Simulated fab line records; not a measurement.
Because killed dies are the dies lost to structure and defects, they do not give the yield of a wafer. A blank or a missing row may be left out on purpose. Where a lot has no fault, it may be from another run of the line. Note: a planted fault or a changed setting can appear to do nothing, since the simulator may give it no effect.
One fault seen from 2 desks -- flow nand harc -- each desk has only its own numbers; what lay behind them comes last

== THE TOOL OWNER'S DESK: pvd sputter-01 ==
The tool's own readings at NHARC_A_M1_PVD_21 (deposits Cu, target thk 30 nm, time 20.49 s): means of the sampled wafers that have a number, for each lot that ran on this tool. Marked OUT: a lot whose mean sits more than 4 standard deviations from the usual mean, which makes it out of limits; the brackets give that distance.
Columns: A = throttle valve pct at NHARC_A_M1_PVD_21, usual 30.8 %
lot,first seen here,A
L592,day 18 04:29,31.0
L595,day 18 15:08,31.5
L597,day 20 07:35,31.1
L604,day 20 09:32,31.1
L608,day 21 20:08,31.3
L609,day 22 00:37,31.5
This desk found nothing out of limits on any of the 6 lots.

== METROLOGY DESK ==
Means of the sampled wafers that have a number, per lot and without regard to the tool the lot ran on: this is what the gauges read. Marked OUT: a lot whose mean sits more than 4 standard deviations from the usual mean, which makes it out of limits; the brackets give that distance.
Columns: A = thk nm at NHARC_A_BONDPAD_THK_MEAS_30, usual 200.3 nm
lot,first seen here,A
L592,day 18 07:10,200.6
L593,day 18 08:07,200.7
L594,day 18 17:36,200.2
L595,day 18 17:56,201.8
L598,day 19 15:07,199.5
L597,day 20 10:15,200.5
L604,day 20 12:26,199.4
L608,day 21 22:52,198.4
L609,day 22 03:19,197.5
L613,day 22 10:39,200.5
L614,day 23 02:32,199.9
L615,day 24 10:16,201.2
This desk found nothing out of limits on any of the 12 lots.

== TAKEN TOGETHER ==
The desk of the tool owner found nothing out of limits.
Nothing out of limits was seen by the metrology desk.

== WHAT THE SIMULATOR HAD INSERTED ==
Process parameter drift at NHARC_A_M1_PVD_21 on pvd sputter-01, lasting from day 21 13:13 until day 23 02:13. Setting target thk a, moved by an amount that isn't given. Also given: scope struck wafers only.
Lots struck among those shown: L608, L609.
